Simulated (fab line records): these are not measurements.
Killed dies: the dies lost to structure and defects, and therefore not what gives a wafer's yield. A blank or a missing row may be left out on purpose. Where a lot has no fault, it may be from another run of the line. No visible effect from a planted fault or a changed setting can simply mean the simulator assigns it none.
Split-lot experiment -- flow n5Finfet -- 7 lots, 21 wafers read, on a route of 1938 steps

== THE SPLIT ==
At N5_BEOL_M7_TRENCH_ETCH_37 (etches SiCOH lowk in C4F6/O2, target depth 93.478 nm, time 31.2 s), the setting biasW was moved away from the recipe's 185 W on 7 of the 21 wafers read, by -15.5% to -9.6%. All remaining wafers had this setting at the recipe value.

Reading taken at the split's own step.

== THE READING ==
rfVppV, in V, at N5_BEOL_M7_TRENCH_ETCH_37 (etches SiCOH lowk in C4F6/O2, target depth 93.478 nm, time 31.2 s). Fault-free wafers of this fab line usually give 660 V, standard deviation 19 V.

wafer,"tool, chamber at the split","biasW as run, W",against the recipe,"rfVppV, V",against lot-mates on the recipe
L074.1,"rieDiel-05, 0",167.3,-9.6%,581,-81
L074.3,"rieDiel-05, 2",167.3,-9.6%,624,-38
L074.5,"rieDiel-05, 1",185,recipe,662,-
L077.3,"rieDiel-05, 1",156.3,-15.5%,579,-87
L077.4,"rieDiel-05, 3",185,recipe,666,-
L077.5,"rieDiel-05, 2",156.3,-15.5%,590,-76
L081.3,"rieDiel-03, 3",185,recipe,659,-
L081.5,"rieDiel-03, 3",158.2,-14.5%,582,-76
L081.6,"rieDiel-03, 1",185,recipe,657,-
L085.3,"rieDiel-05, 1",185,recipe,662,-
L085.4,"rieDiel-05, 3",185,recipe,666,-
L085.5,"rieDiel-05, 2",185,recipe,676,-
L089.1,"rieDiel-01, 0",158.6,-14.3%,606,-81
L089.3,"rieDiel-01, 1",158.6,-14.3%,588,-99
L089.5,"rieDiel-01, 0",185,recipe,687,-
L093.2,"rieDiel-01, 0",185,recipe,686,-
L093.5,"rieDiel-01, 2",185,recipe,659,-
L093.6,"rieDiel-01, 3",185,recipe,620,-
L096.1,"rieDiel-05, 1",185,recipe,662,-
L096.2,"rieDiel-05, 2",185,recipe,673,-
L096.5,"rieDiel-05, 1",185,recipe,660,-

THE FIT
A straight line over all 21 wafers: rfVppV changes by +5.22 V for each +1% of biasW; r = +0.91; the points scatter about the line by 16 V.
The same after taking each lot's own level away (the mean of its wafers on the recipe; 21 wafers): +5.7 V for each +1%; r = +0.94; scatter 14 V.
That fit puts the effect of the largest move of biasW on the reading at 88 V.
From 655.0 to 687.0 V: that is the span of the lots' own levels, equal to 1.7 times the standard deviation above.
Hence the lot-to-lot level has little effect on the slope; both slopes agree.
Check: with one of the wafers moved furthest among these (-15.5%) left out of the fit, the line predicts -89.2 V for it against its lot-mates. Against them it came out at -87 V.
Tool readings at the split's step, against how far the setting was moved: rfVppV r = +0.91.

== THESE WAFERS: OTHER SPLITS ==
Other splits were also applied to these wafers ahead of the reading. Each is held against what the fit with the lots' levels taken away leaves over:
other split on the same wafers,wafers away from the commonest value,r with rfVppV (lot level and that fit taken away)
N5_BEOL_M4_COAT_22 spinRpm,5,-0.04
N5_BEOL_M4_TRENCH_ETCH_37 sourceW,8,-0.24
N5_BEOL_M5_ETCH_62 sourceW,6,-0.01
N5_BEOL_M5_COAT_74 spinRpm,3,-0.16
N5_BEOL_M6_PECVD_70 tempC,5,-0.34
N5_BEOL_M7_EXPOSE_08 doseMj,4,+0.28
N5_BEOL_M7_ETCH_61 sourceW,7,-0.13

== THE FILE'S OWN FIT ==
rfVppV changes by +5.64 V for each +1% of biasW, r = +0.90.
